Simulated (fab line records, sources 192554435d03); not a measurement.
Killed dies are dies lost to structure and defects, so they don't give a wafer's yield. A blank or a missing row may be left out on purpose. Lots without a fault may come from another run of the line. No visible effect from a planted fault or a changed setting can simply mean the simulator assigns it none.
Chamber matching | flow n5 finfet | N5_BEOL_M8_STRIP_19 on rie diel-06 has 4 sister chambers
The step strips in O2. 22 wafers are shown with their chamber, then 11 later ones without.

## WAFERS, EACH WITH ITS CHAMBER
wafer  | chamber | drypump motor current A (A) | showerhead plenum p Torr (Torr) | throttle valve pct (%)
L075.1 | 2       | 5.3                         | 2.16                            | 16.55
L075.4 | 1       | 5.9                         | 2.21                            | 16.49
L075.6 | 0       | 5.3                         | 2.13                            | 16.54
L077.2 | 2       | 5.4                         | 2.16                            | 16.56
L077.3 | 3       | 4.9                         | 2.22                            | 16.82
L077.4 | 1       | 5.9                         | 2.21                            | 16.49
L078.1 | 0       | 5.2                         | 2.12                            | 16.57
L078.3 | 1       | 5.9                         | 2.21                            | 16.51
L078.6 | 2       | 5.4                         | 2.16                            | 16.57
L081.1 | 2       | 5.4                         | 2.16                            | 16.57
L081.4 | 0       | 5.3                         | 2.12                            | 16.57
L081.6 | 1       | 5.9                         | 2.20                            | 16.51
L089.2 | 1       | 5.9                         | 2.20                            | 16.56
L089.3 | 3       | 5.0                         | 2.21                            | 16.87
L089.5 | 3       | 5.0                         | 2.21                            | 16.87
L090.1 | 2       | 5.3                         | 2.15                            | 16.61
L090.3 | 3       | 4.9                         | 2.21                            | 16.85
L090.6 | 3       | 4.9                         | 2.21                            | 16.85
L088.3 | 2       | 5.4                         | 2.15                            | 16.61
L088.5 | 0       | 5.3                         | 2.12                            | 16.61
L088.6 | 3       | 5.0                         | 2.21                            | 16.87
L092.2 | 2       | 5.4                         | 2.15                            | 16.61

SIGNATURES, as means of the wafers listed above
reading                  | chamber 0 | chamber 1 | chamber 2 | chamber 3 | scatter within a chamber
drypump motor current A  | 5.275     | 5.900     | 5.371     | 4.950     | 0.0452
showerhead plenum p Torr | 2.1225    | 2.2060    | 2.1557    | 2.2117    | 0.005
throttle valve pct       | 16.5725   | 16.5120   | 16.5829   | 16.8550   | 0.0257
Rule: distance of a wafer from a chamber = root of the sum over the readings of ((wafer's reading minus chamber's mean) / reading's scatter) squared. The wafer belongs to the nearest chamber; if the next one is less than 2 further off, it can't be placed. The scatter: the root of (the sum of the squares of (reading less its chamber's mean) over the shown wafers, divided by (wafers less chambers)).

## WAFERS WITH NO CHAMBER GIVEN
wafer  | drypump motor current A (A) | showerhead plenum p Torr (Torr) | throttle valve pct (%)
L092.3 | 5.0                         | 2.21                            | 16.86
L092.6 | 5.9                         | 2.20                            | 16.54
L094.3 | 5.9                         | 2.20                            | 16.56
L094.5 | 5.9                         | 2.19                            | 16.55
L094.6 | 5.3                         | 2.11                            | 16.63
L093.1 | 5.3                         | 2.15                            | 16.63
L093.3 | 5.0                         | 2.21                            | 16.85
L093.5 | 5.3                         | 2.15                            | 16.61
L097.1 | 5.3                         | 2.11                            | 16.62
L097.3 | 5.9                         | 2.19                            | 16.58
L097.4 | 5.4                         | 2.14                            | 16.64

## WHICH CHAMBER EACH WENT THROUGH
wafer  | from the rows above     | in truth
L092.3 | 3                       | 3
L092.6 | 1                       | 1
L094.3 | 1                       | 1
L094.5 | 1                       | 1
L094.6 | 0                       | 0
L093.1 | 2                       | 2
L093.3 | 3                       | 3
L093.5 | 2                       | 2
L097.1 | 0                       | 0
L097.3 | 1                       | 1
L097.4 | can't be placed: 2 or 0 | 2
Placed correctly: 10 of 11. Cannot be placed on the basis of these rows: 1; the candidates contain the true chamber in 1. Number placed wrongly: 0.
